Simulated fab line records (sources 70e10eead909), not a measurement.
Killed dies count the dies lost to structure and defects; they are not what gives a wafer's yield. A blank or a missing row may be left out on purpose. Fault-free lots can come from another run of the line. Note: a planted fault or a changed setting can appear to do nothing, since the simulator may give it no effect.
fab line records	flow nand_harc
record lots=11	wafers=33	last_day=24
route steps=1159 shown P_ZERO_WELL@16 P_STI@80 END@1159
lots that met no fault: from a run of the same line without faults
start_h: start of the lot's first displayed wafer, in hours after the record's first day	wait_h: how many hours have passed since the lot's step before this one	" unchanged from the row above	L1.1+2: a row that stands for several wafers	- value missing, or start not given	* or withheld: withheld	< > ~ a bound
route shown NAME@n: names a module that has steps shown in the file, with the first one's number in the route	usual: mean and standard deviation over wafers with no fault	same: alike in all rows	chamber/n: place in a boat	sites: readings site by site	_std_site: how widely they spread, as a standard deviation	_edge_site: outer sites' mean less inner sites'	radius_mm: how far each site lies from the wafer's centre	mask NAME#n: copy n	behind: the tool/chamber that last shaped the wafer	hold: what put the lot on hold/how long, in hours/how the hold closed	device: transistor that didn't switch, given as n, p or np	end of line: tests run on the same wafers once the route is complete	a step with no rows: only its recipe	killed: the dies lost at the first sort to structure and to defects; this is not the yield of the wafer	map: a wafer's dies, x killed, . not, _ none there
set.NAME: the setting as run; set.NAME@STEP: as run at that earlier step	model.NAME: the simulator's own value behind a step, which no gauge read
one table for each step of the route and one row for each wafer, over a sample of lots
services: from which hour (start_h, from the record's first day; less than 0 if before it) a tool's chamber was out of use, for how many hours, and why
## steps
# step NHARC_P_ZERO_WELL_DESCUM_13
# recipe time_s=3	o2_flow_sccm=200	ar_flow_sccm=0	bias_power_w=0	chemistry=O2
# usual drypump_motor_current_A=5.9/0.52	oes_product_au=1.004/0.0078	rf_vpp_V=57.6/0.86	showerhead_plenum_p_Torr=1.89/0.087	throttle_valve_pct=11.312/0.0087
lot.wafer	tool	chamber	start_h	wait_h	drypump_motor_current_A	oes_product_au	rf_hours_counter_h	rf_vpp_V	showerhead_plenum_p_Torr	throttle_valve_pct
L365.1	rie_diel-05	3	25.41	-	6.1	0.998	2.3	57.4	1.93	11.300
L365.3	"	2	"	"	6.6	0.998	1.8	58.1	2.01	11.309
L365.6	"	0	"	"	4.9	0.993	-	58.0	1.82	11.301
L366.1	rie_diel-03	0	31.28	-	5.8	1.011	10.2	57.7	1.85	11.305
L366.3	"	0	"	"	5.8	1.003	-	56.7	1.85	11.316
L366.6	"	2	"	"	6.1	0.999	-	57.6	1.78	11.283
L367.2	rie_diel-01	3	37.31	-	6.7	1.023	5.8	55.9	1.79	11.318
L367.4	"	2	"	"	5.3	1.001	4.9	57.0	2.04	11.305
L367.6	"	3	"	"	6.7	0.992	-	56.7	1.79	11.323
L375.1	rie_diel-03	0	85.41	-	5.8	1.003	3.6	56.4	1.85	11.313
L375.2	"	1	"	"	5.3	0.992	4.5	58.1	1.81	11.303
L375.4	"	2	"	"	6.1	1.014	4.5	57.0	1.78	11.311
L376.3	rie_diel-05	1	91.42	-	5.1	1.004	7.8	57.5	1.80	11.309
L376.2	"	2	"	"	6.6	1.001	6.7	57.1	2.01	11.322
L376.6	"	3	"	"	6.1	1.008	-	57.8	1.93	11.309
L377.1	rie_diel-05	2	97.44	-	6.6	1.004	6.8	58.6	2.01	11.321
L377.4	"	3	"	"	6.1	1.016	-	57.9	1.93	11.314
L377.5	"	3	"	"	6.1	1.015	-	57.8	1.93	11.317
L378.4	rie_diel-03	2	103.42	-	6.2	0.998	6.4	56.0	1.78	11.310
L378.2	"	3	"	"	5.9	1.005	6.7	57.1	1.87	11.312
L378.5	"	1	"	"	5.3	1.003	-	58.0	1.81	11.306
L380.3	rie_diel-03	3	115.40	-	5.9	1.011	7.0	58.4	1.87	11.310
L380.1	"	1	"	"	5.4	1.020	6.7	57.1	1.81	11.316
L380.6	"	3	"	"	5.9	1.020	-	57.5	1.87	11.305
L383.3	rie_diel-01	1	133.43	-	5.5	1.003	12.5	57.0	1.90	11.322
L383.5	"	2	"	"	5.3	0.995	-	59.0	2.04	11.312
L383.6	"	3	"	"	6.7	0.991	-	57.0	1.79	11.326
L385.2	rie_diel-03	1	145.41	-	5.3	0.991	8.5	56.5	1.81	11.322
L385.1	"	2	"	"	6.2	1.000	8.7	56.5	1.78	11.301
L385.4	"	3	"	"	5.9	0.997	9.5	57.4	1.87	11.311
L386.4	rie_diel-01	3	151.42	-	6.7	1.010	0.6	56.2	1.79	11.317
L386.1	"	1	"	"	5.5	0.987	0.4	59.1	1.90	11.317
L386.6	"	3	"	"	6.7	1.005	-	57.5	1.79	11.307
# step NHARC_P_ZERO_WELL_ETCH_62
# recipe target_depth_a=130	time_s=6.5	chf3_flow_sccm=50	ar_flow_sccm=200	rf_w=500	bias_w=200	chemistry=CHF3/Ar
# usual drypump_motor_current_A=5.9/0.52	oes_product_au=0.965/0.017	rf_vpp_V=369.8/2.4	showerhead_plenum_p_Torr=2.31/0.1	throttle_valve_pct=20.217/0.009
lot.wafer	tool	chamber	start_h	wait_h	drypump_motor_current_A	oes_product_au	rf_hours_counter_h	rf_vpp_V	showerhead_plenum_p_Torr	throttle_valve_pct
L365.3	rie_diel-05	1	-	-	5.1	0.955	2.6	367.4	2.22	20.210
L365.1	"	3	"	"	6.1	0.959	2.4	370.1	2.36	20.221
L365.6	"	1	"	"	5.1	0.954	-	368.0	2.22	20.220
L366.1	rie_diel-03	2	-	-	6.2	0.944	9.1	367.4	2.19	20.209
L366.3	"	2	"	"	6.1	0.945	-	369.0	2.19	20.229
L366.6	"	2	"	"	6.1	0.942	-	366.9	2.19	20.205
L367.4	rie_diel-01	3	-	-	6.7	0.973	5.8	366.8	2.20	20.208
L367.2	"	2	"	"	5.3	0.993	4.9	373.2	2.50	20.227
L367.6	"	0	"	"	6.3	0.969	-	371.7	2.43	20.226
L375.2	rie_diel-03	0	-	-	5.8	0.967	3.6	368.3	2.27	20.221
L375.1	"	1	"	"	5.3	0.984	4.5	367.7	2.22	20.209
L375.4	"	3	"	"	5.9	0.969	4.5	371.4	2.30	20.227
L376.2	rie_diel-05	2	-	-	6.6	0.952	6.8	372.8	2.45	20.216
L376.3	"	3	"	"	6.1	0.960	7.3	372.2	2.36	20.200
L376.6	"	2	"	"	6.6	0.961	-	371.8	2.45	20.227
L377.1	rie_diel-05	3	-	-	6.1	0.946	7.5	370.5	2.36	20.228
L377.4	"	2	"	"	6.6	0.954	-	373.4	2.45	20.209
L377.5	"	2	"	"	6.6	0.948	-	372.9	2.45	20.205
L378.4	rie_diel-03	2	-	-	6.1	0.983	6.4	366.4	2.19	20.216
L378.2	"	1	"	"	5.3	0.963	6.5	369.4	2.22	20.229
L378.5	"	2	"	"	6.1	0.978	-	366.6	2.19	20.225
L380.1	rie_diel-03	2	-	-	6.2	0.973	6.7	366.6	2.19	20.231
L380.3	"	3	"	"	5.9	0.968	7.1	369.3	2.30	20.204
L380.6	"	0	"	"	5.8	0.985	-	369.6	2.27	20.227
L383.3	rie_diel-01	3	-	-	6.7	0.973	11.9	367.3	2.20	20.215
L383.6	"	2	"	"	5.3	0.973	-	374.9	2.49	20.223
L383.5	"	3	"	"	6.7	0.970	-	366.8	2.20	20.209
L385.4	rie_diel-03	0	-	-	5.8	0.933	8.6	368.9	2.27	20.217
L385.1	"	1	"	"	5.4	0.926	8.6	368.9	2.22	20.192
L385.2	"	3	"	"	5.9	0.924	9.5	368.2	2.29	20.218
L386.1	rie_diel-01	0	-	-	6.3	0.978	0.7	372.3	2.43	20.208
L386.4	"	2	"	"	5.3	0.967	0.4	373.8	2.49	20.217
L386.6	"	1	"	"	5.5	0.971	-	368.2	2.33	20.209
# step NHARC_P_ZERO_WELL_RTA_42
# recipe temp_c=1100	time_s=300
# usual lamp_power_pct=34.51/0.2	lamp_zone_3_pct=34.51/0.19	wafer_temp_C_max=1104.6/1.7
lot.wafer	tool	chamber	start_h	wait_h	lamp_power_pct	lamp_zone_3_pct	wafer_temp_C_max
L365.1	rtp_anneal-02	0	30.80	-	34.81	34.81	1105.9
L365.3	"	0	"	"	34.85	34.84	1107.3
L365.6	"	0	"	"	34.81	34.83	1105.4
L366.1	rtp_anneal-01	0	36.84	-	34.42	34.43	1103.2
L366.3	"	0	"	"	34.38	34.44	1103.5
L366.6	"	0	"	"	34.49	34.46	1104.7
L367.2	rtp_anneal-01	0	42.96	-	34.38	34.41	1104.5
L367.4	"	0	"	"	34.41	34.43	1104.1
L367.6	"	0	"	"	34.34	34.45	1104.7
L375.1	rtp_anneal-01	0	90.82	-	34.39	34.39	1103.9
L375.2	"	0	"	"	34.35	34.43	1102.6
L375.4	"	0	"	"	34.43	34.41	1103.3
L376.2	rtp_anneal-01	0	97.30	-	34.38	34.43	1102.9
L376.3	"	0	"	"	34.45	34.44	1103.1
L376.6	"	0	"	"	34.45	34.48	1102.9
L377.1	rtp_anneal-01	0	102.96	-	34.39	34.35	1104.7
L377.4	"	0	"	"	34.43	34.41	1104.6
L377.5	"	0	"	"	34.42	34.43	1103.0
L378.2	rtp_anneal-02	0	109.02	-	34.71	34.82	1109.4
L378.4	"	0	"	"	34.83	34.77	1109.3
L378.5	"	0	"	"	34.79	34.80	1108.3
L380.1	rtp_anneal-01	0	121.16	-	34.37	34.42	1103.2
L380.3	"	0	"	"	34.45	34.36	1102.7
L380.6	"	0	"	"	34.38	34.41	1103.1
L383.3	rtp_anneal-01	0	139.17	-	34.30	34.35	1104.4
L383.5	"	0	"	"	34.36	34.46	1104.6
L383.6	"	0	"	"	34.33	34.35	1103.4
L385.1	rtp_anneal-01	0	151.05	-	34.30	34.37	1104.7
L385.2	"	0	"	"	34.30	34.33	1103.6
L385.4	"	0	"	"	34.27	34.28	1104.1
L386.1	rtp_anneal-01	0	156.95	-	34.46	34.46	1103.9
L386.4	"	0	"	"	34.42	34.42	1103.7
L386.6	"	0	"	"	34.41	34.38	1102.5
# step NHARC_P_STI_EXPOSE_06
# recipe na=0.55	target_cd_nm=200	dose_mj=37.69	mask_id=P_STI
lot.wafer	tool	chamber	start_h	wait_h	mask
L365.1+3+6	krf_scanner-04	0	45.05	-	P_STI#0
L366.1+3+6	krf_scanner-04	0	53.04	-	P_STI_R1#0
L367.2+4+6	krf_scanner-04	0	60.38	-	P_STI#0
L375.1+2+4	krf_scanner-01	0	107.52	-	P_STI#0
L376.2+3+6	krf_scanner-01	0	113.01	-	P_STI#0
L377.1+4+5	krf_scanner-04	0	118.98	-	P_STI#0
L378.2+4+5	krf_scanner-01	0	128.39	-	P_STI#0
L380.1+3+6	krf_scanner-01	0	139.95	-	P_STI#0
L383.3+5+6	krf_scanner-02	0	158.07	-	P_STI#0
L385.1+2+4	krf_scanner-04	0	168.47	-	P_STI#0
L386.1+4+6	krf_scanner-01	0	172.84	-	P_STI#0
# step NHARC_P_STI_CD_MEAS_09
# recipe target_cd_nm=200	landing_energy_ev=500
# usual cd_nm=199.6/1.9
# same landing_energy_ev=500
lot.wafer	tool	chamber	start_h	wait_h	cd_nm
L365.1	cd_sem-01	0	45.20	-	196.8
L365.3	"	0	"	"	199.2
L365.6	"	0	"	"	196.7
L366.1	cd_sem-03	0	53.19	-	240.3
L366.3	"	0	"	"	242.4
L366.6	"	0	"	"	240.2
L367.2	cd_sem-03	0	60.52	-	196.8
L367.4	"	0	"	"	197.8
L367.6	"	0	"	"	198.0
L375.1	cd_sem-03	0	107.67	-	202.8
L375.2	"	0	"	"	203.3
L375.4	"	0	"	"	203.8
L376.2	cd_sem-02	0	113.16	-	202.9
L376.3	"	0	"	"	201.6
L376.6	"	0	"	"	203.9
L377.1	cd_sem-01	0	119.14	-	200.0
L377.4	"	0	"	"	197.8
L377.5	"	0	"	"	198.9
L378.2	cd_sem-01	0	128.54	-	198.7
L378.4	"	0	"	"	196.6
L378.5	"	0	"	"	197.0
L380.1	cd_sem-03	0	140.10	-	199.1
L380.3	"	0	"	"	197.8
L380.6	"	0	"	"	198.7
L383.3	cd_sem-01	0	158.22	-	201.1
L383.5	"	0	"	"	200.0
L383.6	"	0	"	"	199.6
L385.1	cd_sem-02	0	168.63	-	198.3
L385.2	"	0	"	"	198.1
L385.4	"	0	"	"	197.0
L386.1	cd_sem-01	0	172.99	-	201.0
L386.4	"	0	"	"	202.7
L386.6	"	0	"	"	200.2
# step NHARC_P_STI_OCD_MEAS_17
# usual trench_depth_nm=300/3.5	trench_foot_cd_nm=157.7/2
lot.wafer	tool	chamber	start_h	wait_h	trench_depth_nm	trench_foot_cd_nm
L365.1	ocd-01	-	46.00	0.1	301	154.4
L365.3	"	-	"	"	298	157.6
L365.6	"	-	"	"	301	154.6
L366.1	ocd-02	-	53.97	0.1	302	198.3
L366.3	"	-	"	"	297	200.8
L366.6	"	-	"	"	297	198.6
L367.2	ocd-02	-	61.31	0.1	292	155.7
L367.4	"	-	"	"	296	157.0
L367.6	"	-	"	"	294	157.6
L375.1	ocd-02	-	108.46	0.1	300	160.9
L375.2	"	-	"	"	298	161.4
L375.4	"	-	"	"	296	162.5
L376.2	ocd-02	-	113.95	0.1	298	160.8
L376.3	"	-	"	"	296	160.2
L376.6	"	-	"	"	294	162.6
L377.1	ocd-02	-	119.93	0.1	296	158.1
L377.4	"	-	"	"	304	155.5
L377.5	"	-	"	"	296	157.1
L378.2	ocd-01	-	129.32	0.1	297	157.5
L378.4	"	-	"	"	301	154.8
L378.5	"	-	"	"	303	154.4
L380.1	ocd-02	-	140.88	0.1	305	156.1
L380.3	"	-	"	"	302	155.2
L380.6	"	-	"	"	305	156.1
L383.3	ocd-01	-	159.02	0.1	302	160.2
L383.5	"	-	"	"	300	157.8
L383.6	"	-	"	"	300	157.6
L385.1	ocd-02	-	169.43	0.1	301	155.7
L385.2	"	-	"	"	302	156.0
L385.4	"	-	"	"	299	155.2
L386.1	ocd-02	-	173.78	0.1	302	158.9
L386.4	"	-	"	"	305	160.0
L386.6	"	-	"	"	304	157.6
# step NHARC_END_SORT_01
# recipe temp_c=25
# usual killed_at_array=26/9.9	killed_at_other=0.8/1	killed_at_periphery=2.8/2.2	killed_dies=29/9.9	killed_open=3.2/1.8	killed_short=2.1/1.4
# same gross_dies=677
lot.wafer	tool	chamber	start_h	wait_h	killed_at_array	killed_at_other	killed_at_periphery	killed_dies	killed_open	killed_short
L366.6	prober-01	0	455.79	4.1	13	0	3	16	4	3
L377.1	prober-01	0	512.10	2.5	12	0	1	13	2	2
L377.4	prober-01	0	514.50	3.4	21	0	1	22	6	4
L377.5	prober-01	0	515.30	3.7	19	0	3	22	6	7
# killed by level:class
L366.6 P_M0:geometric_particle:open=2 A_CHANNEL_HOLE_D1:chamber_film_flake=2 A_CONTACT:chamber_film_flake=2 A_SOURCE_PLATE:geometric_particle:short=1 A_CHANNEL_FILL_D1:geometric_particle:open=1 A_CHANNEL_FILL_D1:geometric_particle:short=1 A_M1:geometric_particle:open=1 A_M1:geometric_particle:short=1
L377.1 A_CHANNEL_HOLE_D1:chamber_film_flake=4 A_WL_FILL:chamber_film_flake=2 P_M0:geometric_particle:open=1 A_ONON_D1:geometric_particle:short=1 A_SGD_CUT:geometric_particle:open=1 A_WL_FILL:geometric_particle:short=1 A_CHANNEL_FILL_D1:chamber_film_flake=1 A_STAIRCASE:chamber_film_flake=1
L377.4 A_CHANNEL_HOLE_D1:chamber_film_flake=4 A_CONTACT:chamber_film_flake=4 A_CHANNEL_FILL_D1:geometric_particle:open=3 A_WL_FILL:geometric_particle:open=2 A_STAIRCASE:chamber_film_flake=2 P_M1:geometric_particle:short=1 A_ONON_D1:geometric_particle:short=1 A_CHANNEL_FILL_D1:geometric_particle:short=1
L377.5 A_CONTACT:chamber_film_flake=3 P_GATE:geometric_particle:open=2 A_CHANNEL_FILL_D1:geometric_particle:short=2 A_SGD_CUT:geometric_particle:short=2 A_WL_FILL:geometric_particle:short=2 A_CONTACT:geometric_particle:open=2 A_CHANNEL_HOLE_D1:chamber_film_flake=2 P_M0:geometric_particle:open=1
## services
tool	chamber	start_h	hours	kind
krf_scanner-02	-	11.28	20.5	repair
rie_diel-03	0	17.31	-	clean
rie_diel-03	1	17.31	-	clean
rie_diel-03	2	17.31	-	clean
rie_diel-03	3	17.31	-	clean
rie_diel-03	1	26.85	10.4	repair
rie_diel-03	3	31.03	5.1	repair
krf_scanner-02	-	38.00	4.0	pm
rie_diel-03	-	38.30	9.0	pm
rie_diel-03	0	38.30	9.0	vent_cycle
rie_diel-03	1	38.30	9.0	vent_cycle
rie_diel-05	0	43.36	118.1	repair
krf_scanner-04	-	45.40	0.7	repair
rie_diel-03	0	63.07	7.1	repair
krf_scanner-01	-	84.00	4.0	pm
rtp_anneal-02	-	96.19	1.3	repair
rie_diel-05	1	97.08	4.5	repair
krf_scanner-04	-	108.14	1.2	repair
rie_diel-01	2	112.53	6.3	repair
krf_scanner-04	-	113.00	1.2	repair
krf_scanner-04	-	126.00	4.0	pm
rie_diel-01	-	138.10	9.0	pm
rie_diel-03	0	151.13	7.8	repair
rie_diel-05	-	163.60	9.0	pm
## key
first_sign step=NHARC_P_STI_EXPOSE_06	reading=mask	direction=changed
effect step=NHARC_P_STI_CD_MEAS_09	reading=cd_nm	direction=up	sigmas=22	usual=199.6	struck=241.0
effect step=NHARC_P_STI_OCD_MEAS_17	reading=trench_foot_cd_nm	direction=up	sigmas=21	usual=157.7	struck=199.2
met_at NHARC_P_STI_EXPOSE_06
struck_lots L366
tester_left_out L366
not_acting_at NHARC_P_ZERO_WELL_DESCUM_13,NHARC_P_ZERO_WELL_ETCH_62,NHARC_P_ZERO_WELL_RTA_42
onset_between 45.05 53.04
fault kind=wrong_mask	tool=any	chamber=-	onset_h=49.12	steps=NHARC_P_STI_EXPOSE_06	aux_copy=P_STI_R1#0	cd_offset_nm=39.773	scope=struck_lots_only
# tester_left_out: of these lots the tester's yield and bins aren't shown, on N5 and GAA mostly nor the transistor test; their killed dies are dies lost to structure and defects alone, not to doping, threshold or leakage, so they don't give the yield
